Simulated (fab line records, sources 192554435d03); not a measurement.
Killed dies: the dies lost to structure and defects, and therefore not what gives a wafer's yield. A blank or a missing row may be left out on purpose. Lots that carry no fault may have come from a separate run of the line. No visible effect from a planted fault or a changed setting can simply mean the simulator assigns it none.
Which of the tools did it?	flow n5_finfet	Sampling: 24 lots, 72 wafers, 6 of 1938 route steps

== WHAT THE GAUGES SHOWED, per wafer ==
The record lacks any reading of a measuring or inspecting step that a usual standard deviation could be used to judge.

== TOOL THAT RAN EACH LOT (tool first, then ch and the chambers of the sampled wafers, then the start) ==
lot	N5_BEOL_M1_SPUTTER_79	N5_BEOL_M1_SPUTTER_86	N5_BEOL_M1_SPUTTER_96	N5_BEOL_M2_HM_DEP_02	N5_BEOL_M2_ETCH_63	N5_BEOL_M2_ETCH_64
L074	pvd_sputter-01, day 6 09:17	pvd_sputter-01, day 6 09:44	pvd_sputter-01, day 6 10:50	pvd_sputter-03, day 6 12:30	rie_diel-01 ch 0,2,3, day 6 13:12	rie_diel-01 ch 0,2,3, day 6 13:14
L075	pvd_sputter-01, day 6 19:34	pvd_sputter-01, day 6 20:01	pvd_sputter-01, day 6 21:07	pvd_sputter-03, day 7 01:59	rie_diel-01 ch 0,3, day 7 02:41	rie_diel-01 ch 0,3, day 7 02:43
L076	pvd_sputter-01, day 7 08:25	pvd_sputter-01, day 7 08:51	pvd_sputter-01, day 7 09:57	pvd_sputter-02, day 7 15:01	rie_diel-05 ch 0,3, day 7 15:43	rie_diel-05 ch 0,3, day 7 15:44
L077	pvd_sputter-02, day 7 11:20	pvd_sputter-02, day 7 11:46	pvd_sputter-02, day 7 12:52	pvd_sputter-01, day 7 15:22	rie_diel-01 ch 0,1,2, day 7 15:56	rie_diel-01 ch 0,1,2, day 7 15:58
L078	pvd_sputter-02, day 7 13:13	pvd_sputter-02, day 7 13:39	pvd_sputter-02, day 7 14:45	pvd_sputter-03, day 7 16:24	rie_diel-01 ch 0,3, day 7 17:05	rie_diel-01 ch 0,3, day 7 17:07
L079	pvd_sputter-01, day 7 18:02	pvd_sputter-01, day 7 18:28	pvd_sputter-01, day 7 19:34	pvd_sputter-02, day 7 21:32	rie_diel-06 ch 0,3, day 7 22:07	rie_diel-06 ch 0,3, day 7 22:08
L081	pvd_sputter-02, day 8 01:41	pvd_sputter-02, day 8 02:07	pvd_sputter-02, day 8 03:13	pvd_sputter-02, day 8 04:47	rie_diel-06 ch 0,1,3, day 8 05:29	rie_diel-06 ch 0,1,3, day 8 05:30
L080	pvd_sputter-01, day 8 02:05	pvd_sputter-01, day 8 02:31	pvd_sputter-01, day 8 03:37	pvd_sputter-02, day 8 06:53	rie_diel-01 ch 0,1,3, day 8 07:35	rie_diel-01 ch 0,1,3, day 8 07:36
L082	pvd_sputter-02, day 8 11:53	pvd_sputter-02, day 8 12:19	pvd_sputter-02, day 8 13:25	pvd_sputter-02, day 8 15:08	rie_diel-01 ch 0,2,3, day 8 15:50	rie_diel-01 ch 0,2,3, day 8 15:52
L083	pvd_sputter-01, day 8 15:53	pvd_sputter-01, day 8 16:20	pvd_sputter-01, day 8 17:26	pvd_sputter-02, day 8 20:11	rie_diel-01 ch 0,1,2, day 8 20:46	rie_diel-01 ch 0,1,2, day 8 20:47
L084	pvd_sputter-02, day 9 00:30	pvd_sputter-02, day 9 00:56	pvd_sputter-02, day 9 02:02	pvd_sputter-03, day 9 03:29	rie_diel-05 ch 0,3, day 9 04:05	rie_diel-05 ch 0,3, day 9 04:07
L086	pvd_sputter-02, day 9 10:58	pvd_sputter-02, day 9 11:24	pvd_sputter-02, day 9 12:30	pvd_sputter-03, day 9 14:46	rie_diel-06 ch 0,1,2, day 9 15:27	rie_diel-06 ch 0,1,2, day 9 15:29
L085	pvd_sputter-03, day 9 10:59	pvd_sputter-03, day 9 11:25	pvd_sputter-03, day 9 12:31	pvd_sputter-03, day 9 14:52	rie_diel-05 ch 0,1,3, day 9 15:40	rie_diel-05 ch 0,1,3, day 9 15:41
L088	pvd_sputter-01, day 9 20:36	pvd_sputter-01, day 9 21:02	pvd_sputter-01, day 9 22:08	pvd_sputter-02, day 9 23:47	rie_diel-01 ch 0,1,3, day 10 00:23	rie_diel-01 ch 0,1,3, day 10 00:24
L087	pvd_sputter-02, day 10 08:14	pvd_sputter-02, day 10 08:41	pvd_sputter-02, day 10 09:47	pvd_sputter-02, day 10 11:47	rie_diel-06 ch 1,2, day 10 12:31	rie_diel-06 ch 1,2, day 10 12:32
L089	pvd_sputter-01, day 10 11:18	pvd_sputter-01, day 10 11:44	pvd_sputter-01, day 10 12:50	pvd_sputter-02, day 10 15:18	rie_diel-05 ch 1,2,3, day 10 16:01	rie_diel-05 ch 1,2,3, day 10 16:02
L090	pvd_sputter-03, day 10 11:31	pvd_sputter-03, day 10 11:57	pvd_sputter-03, day 10 13:03	pvd_sputter-02, day 10 15:41	rie_diel-06 ch 0,1,2, day 10 16:34	rie_diel-06 ch 0,1,2, day 10 16:35
L092	pvd_sputter-03, day 10 13:58	pvd_sputter-03, day 10 14:25	pvd_sputter-03, day 10 15:31	pvd_sputter-02, day 10 17:42	rie_diel-05 ch 1,2, day 10 18:25	rie_diel-05 ch 1,2, day 10 18:26
L091	pvd_sputter-02, day 10 16:00	pvd_sputter-02, day 10 16:26	pvd_sputter-02, day 10 17:32	pvd_sputter-01, day 10 19:10	rie_diel-06 ch 0,1,2, day 10 19:44	rie_diel-06 ch 0,1,2, day 10 19:46
L093	pvd_sputter-01, day 11 02:01	pvd_sputter-01, day 11 02:27	pvd_sputter-01, day 11 03:33	pvd_sputter-03, day 11 07:01	rie_diel-01 ch 1,2,3, day 11 07:35	rie_diel-01 ch 1,2,3, day 11 07:37
L094	pvd_sputter-01, day 11 04:55	pvd_sputter-01, day 11 05:22	pvd_sputter-01, day 11 06:28	pvd_sputter-01, day 11 08:23	rie_diel-06 ch 0,3, day 11 08:57	rie_diel-06 ch 0,3, day 11 08:59
L095	pvd_sputter-03, day 11 15:02	pvd_sputter-03, day 11 15:28	pvd_sputter-03, day 11 16:34	pvd_sputter-01, day 11 20:05	rie_diel-06 ch 1,3, day 11 20:39	rie_diel-06 ch 1,3, day 11 20:41
L096	pvd_sputter-02, day 12 01:58	pvd_sputter-02, day 12 02:24	pvd_sputter-02, day 12 03:30	pvd_sputter-01, day 12 05:26	rie_diel-05 ch 0,1,3, day 12 06:09	rie_diel-05 ch 0,1,3, day 12 06:13
L097	pvd_sputter-01, day 12 03:49	pvd_sputter-01, day 12 04:16	pvd_sputter-01, day 12 05:22	pvd_sputter-03, day 12 07:30	rie_diel-05 ch 0,1,3, day 12 08:15	rie_diel-05 ch 0,1,3, day 12 08:17
- N5_BEOL_M1_SPUTTER_79: material Cu, target thk 4.5 nm, time 8.29 s.
- N5_BEOL_M1_SPUTTER_86: material Cu, target thk 4.5 nm, time 8.29 s.
- N5_BEOL_M1_SPUTTER_96: material Cu, target thk 4.5 nm, time 8.29 s.
- N5_BEOL_M2_HM_DEP_02: deposits TiN, target thk 20 nm.
- N5_BEOL_M2_ETCH_63: etches SiARC in CF4, target depth 15.6 nm, time 26 s.
- N5_BEOL_M2_ETCH_64: etches SOC in N2/H2, target depth 75 nm, overetch 22.5 nm, time 121.9 s.

== WHAT THE TOOLS THEMSELVES READ (means of the sampled wafers that have a number; where no wafer has one, the mark that the record gives instead) ==
N5_BEOL_M1_SPUTTER_79. Usual: throttle_valve_pct 30.1 %, standard deviation 1.2.
lot	tool	throttle_valve_pct (%)	flag
L074	pvd_sputter-01	29.2	
L075	pvd_sputter-01	29.4	
L076	pvd_sputter-01	29.2	
L077	pvd_sputter-02	30.8	
L078	pvd_sputter-02	30.9	
L079	pvd_sputter-01	30.3	
L081	pvd_sputter-02	30.8	
L080	pvd_sputter-01	29.6	
L082	pvd_sputter-02	30.9	
L083	pvd_sputter-01	30.5	
L084	pvd_sputter-02	30.8	
L086	pvd_sputter-02	30.8	
L085	pvd_sputter-03	29.2	
L088	pvd_sputter-01	29.1	
L087	pvd_sputter-02	30.9	
L089	pvd_sputter-01	30.1	
L090	pvd_sputter-03	29.2	
L092	pvd_sputter-03	29.4	
L091	pvd_sputter-02	31.0	
L093	pvd_sputter-01	29.2	
L094	pvd_sputter-01	30.0	
L095	pvd_sputter-03	29.2	
L096	pvd_sputter-02	30.9	
L097	pvd_sputter-01	30.1	

N5_BEOL_M1_SPUTTER_86. Usual: throttle_valve_pct 30.1 %, standard deviation 1.3.
lot	tool	throttle_valve_pct (%)	flag
L074	pvd_sputter-01	29.2	
L075	pvd_sputter-01	29.6	
L076	pvd_sputter-01	29.2	
L077	pvd_sputter-02	31.0	
L078	pvd_sputter-02	31.0	
L079	pvd_sputter-01	30.2	
L081	pvd_sputter-02	31.0	
L080	pvd_sputter-01	29.5	
L082	pvd_sputter-02	30.9	
L083	pvd_sputter-01	30.4	
L084	pvd_sputter-02	31.1	
L086	pvd_sputter-02	30.8	
L085	pvd_sputter-03	29.3	
L088	pvd_sputter-01	29.1	
L087	pvd_sputter-02	31.0	
L089	pvd_sputter-01	30.0	
L090	pvd_sputter-03	29.2	
L092	pvd_sputter-03	29.4	
L091	pvd_sputter-02	30.9	
L093	pvd_sputter-01	29.1	
L094	pvd_sputter-01	29.9	
L095	pvd_sputter-03	29.1	
L096	pvd_sputter-02	30.9	
L097	pvd_sputter-01	30.0	

N5_BEOL_M1_SPUTTER_96. Usual: throttle_valve_pct 30.1 %, standard deviation 1.2.
lot	tool	throttle_valve_pct (%)	flag
L074	pvd_sputter-01	29.2	
L075	pvd_sputter-01	29.6	
L076	pvd_sputter-01	29.1	
L077	pvd_sputter-02	30.8	
L078	pvd_sputter-02	31.0	
L079	pvd_sputter-01	30.3	
L081	pvd_sputter-02	30.8	
L080	pvd_sputter-01	29.5	
L082	pvd_sputter-02	30.9	
L083	pvd_sputter-01	30.3	
L084	pvd_sputter-02	30.9	
L086	pvd_sputter-02	30.8	
L085	pvd_sputter-03	29.2	
L088	pvd_sputter-01	29.2	
L087	pvd_sputter-02	30.8	
L089	pvd_sputter-01	30.1	
L090	pvd_sputter-03	29.3	
L092	pvd_sputter-03	29.4	
L091	pvd_sputter-02	31.0	
L093	pvd_sputter-01	29.3	
L094	pvd_sputter-01	30.0	
L095	pvd_sputter-03	29.1	
L096	pvd_sputter-02	30.8	
L097	pvd_sputter-01	30.0	

N5_BEOL_M2_HM_DEP_02. Usual: throttle_valve_pct 30.1 %, standard deviation 1.2.
lot	tool	throttle_valve_pct (%)	flag
L074	pvd_sputter-03	29.3	
L075	pvd_sputter-03	29.5	
L076	pvd_sputter-02	30.9	
L077	pvd_sputter-01	30.3	
L078	pvd_sputter-03	29.6	
L079	pvd_sputter-02	30.8	
L081	pvd_sputter-02	31.1	
L080	pvd_sputter-02	31.0	
L082	pvd_sputter-02	30.9	
L083	pvd_sputter-02	30.8	
L084	pvd_sputter-03	29.3	
L086	pvd_sputter-03	29.3	
L085	pvd_sputter-03	28.6	
L088	pvd_sputter-02	30.8	
L087	pvd_sputter-02	30.9	
L089	pvd_sputter-02	31.0	
L090	pvd_sputter-02	31.0	
L092	pvd_sputter-02	30.9	
L091	pvd_sputter-01	30.3	
L093	pvd_sputter-03	28.4	
L094	pvd_sputter-01	28.7	
L095	pvd_sputter-01	29.7	
L096	pvd_sputter-01	29.2	
L097	pvd_sputter-03	28.7	

N5_BEOL_M2_ETCH_63. Usual: bias_w 36.00 W (standard deviation 0.12); drypump_motor_current_A 5.6 A (standard deviation 0.52); etch_rf_on_time_s 26.1 s (standard deviation 0.45); oes_product_au 0.66 a.u. (standard deviation 0.066); rf_vpp_V 184.4 V (standard deviation 1.2); showerhead_plenum_p_Torr 2.17 Torr (standard deviation 0.059); throttle_valve_pct 15.69 % (standard deviation 0.23).
lot	tool	bias_w (W)	drypump_motor_current_A (A)	etch_rf_on_time_s (s)	oes_product_au (a.u.)	rf_vpp_V (V)	showerhead_plenum_p_Torr (Torr)	throttle_valve_pct (%)	flag
L074	rie_diel-01	36.02	5.5	26.0	0.66	184.4	2.17	15.76	
L075	rie_diel-01	36.15	5.2	25.6	0.66	184.3	2.17	15.88	
L076	rie_diel-05	36.05	6.3	26.2	0.63	184.5	2.17	15.48	
L077	rie_diel-01	35.97	5.7	26.1	0.73	183.6	2.13	15.57	
L078	rie_diel-01	35.94	5.2	26.0	0.65	184.7	2.17	15.89	
L079	rie_diel-06	36.07	5.2	26.0	0.70	182.5	2.11	15.68	
L081	rie_diel-06	36.05	5.3	25.9	0.66	183.7	2.13	15.67	
L080	rie_diel-01	36.06	5.4	25.9	0.71	183.9	2.13	15.69	
L082	rie_diel-01	35.98	5.5	26.2	0.64	184.3	2.17	15.80	
L083	rie_diel-01	35.95	5.7	26.1	0.71	184.1	2.13	15.59	
L084	rie_diel-05	36.10	6.3	26.2	0.63	184.0	2.16	15.51	
L086	rie_diel-06	35.93	5.5	26.4	0.65	184.5	2.15	15.69	
L085	rie_diel-05	36.08	6.0	26.3	0.65	185.2	2.20	15.57	
L088	rie_diel-01	36.10	5.4	26.1	0.70	183.0	2.12	15.73	
L087	rie_diel-06	36.10	6.1	26.2	0.60	184.9	2.17	15.78	
L089	rie_diel-05	36.08	5.5	26.5	0.65	185.4	2.23	15.68	
L090	rie_diel-06	36.01	5.5	26.5	0.64	184.1	2.14	15.69	
L092	rie_diel-05	35.95	5.3	26.4	0.60	186.1	2.21	15.91	
L091	rie_diel-06	35.97	5.6	26.4	0.64	184.6	2.14	15.70	
L093	rie_diel-01	35.88	5.7	25.7	0.67	184.9	2.17	15.80	
L094	rie_diel-06	35.88	5.2	25.7	0.67	183.9	2.10	15.75	
L095	rie_diel-06	35.98	5.6	26.0	0.61	183.9	2.13	15.81	
L096	rie_diel-05	36.07	6.0	26.1	0.72	184.0	2.19	15.45	
L097	rie_diel-05	36.04	6.0	26.1	0.72	184.9	2.19	15.44	

N5_BEOL_M2_ETCH_64. Usual: bias_w 150.0 W, standard deviation 0.41; drypump_motor_current_A 5.7 A, standard deviation 0.52; oes_product_au 0.59 a.u., standard deviation 0.057; rf_vpp_V 524.8 V, standard deviation 2.1; showerhead_plenum_p_Torr 2.57 Torr, standard deviation 0.076; throttle_valve_pct 17.84 %, standard deviation 0.23.
lot	tool	bias_w (W)	drypump_motor_current_A (A)	oes_product_au (a.u.)	rf_vpp_V (V)	showerhead_plenum_p_Torr (Torr)	throttle_valve_pct (%)	flag
L074	rie_diel-01	149.9	5.5	0.59	525.0	2.58	17.93	
L075	rie_diel-01	150.1	5.3	0.58	524.9	2.56	17.97	
L076	rie_diel-05	150.1	6.3	0.56	524.3	2.56	17.72	
L077	rie_diel-01	150.1	5.7	0.65	524.2	2.54	17.78	
L078	rie_diel-01	150.0	5.2	0.58	525.0	2.56	17.97	
L079	rie_diel-06	149.6	5.2	0.62	522.5	2.51	17.82	
L081	rie_diel-06	150.2	5.3	0.59	523.4	2.52	17.77	
L080	rie_diel-01	150.1	5.4	0.64	524.1	2.52	17.82	
L082	rie_diel-01	150.3	5.5	0.58	524.9	2.57	17.96	
L083	rie_diel-01	150.3	5.7	0.63	523.8	2.53	17.80	
L084	rie_diel-05	150.2	6.3	0.56	524.6	2.56	17.76	
L086	rie_diel-06	149.4	5.6	0.58	522.7	2.54	17.72	
L085	rie_diel-05	149.7	6.0	0.58	525.8	2.62	17.78	
L088	rie_diel-01	149.9	5.5	0.62	523.3	2.51	17.85	
L087	rie_diel-06	149.8	6.1	0.54	524.6	2.58	17.77	
L089	rie_diel-05	150.1	5.5	0.57	527.8	2.65	17.88	
L090	rie_diel-06	149.9	5.6	0.57	524.2	2.54	17.74	
L092	rie_diel-05	149.8	5.3	0.54	526.8	2.63	18.10	
L091	rie_diel-06	150.0	5.6	0.57	524.2	2.54	17.75	
L093	rie_diel-01	149.8	5.8	0.59	524.5	2.57	18.01	
L094	rie_diel-06	149.8	5.2	0.59	522.3	2.49	17.88	
L095	rie_diel-06	150.3	5.6	0.55	523.1	2.53	17.91	
L096	rie_diel-05	149.5	6.0	0.64	526.0	2.61	17.69	
L097	rie_diel-05	150.2	6.0	0.64	525.4	2.61	17.68	

== THE ANSWER, worked out from the rows above alone ==
Rule: a lot is off if the mean of its wafers that have a number lies more than 3 standard deviations from the usual mean. Also off: a lot with no number at a reading for which 4 or more lots have one. The other lots that the step has rows for count as sound. First the gauges in route order, then the tools' own readings, where a lot's mean is used as printed above. At the first step where some lot is off, the reading lying furthest off is the one used; lots without a number count as furthest.
No lot is off on any of the readings shown, so nothing can be concluded from this.

== WHAT THE SIMULATOR PUT IN ==
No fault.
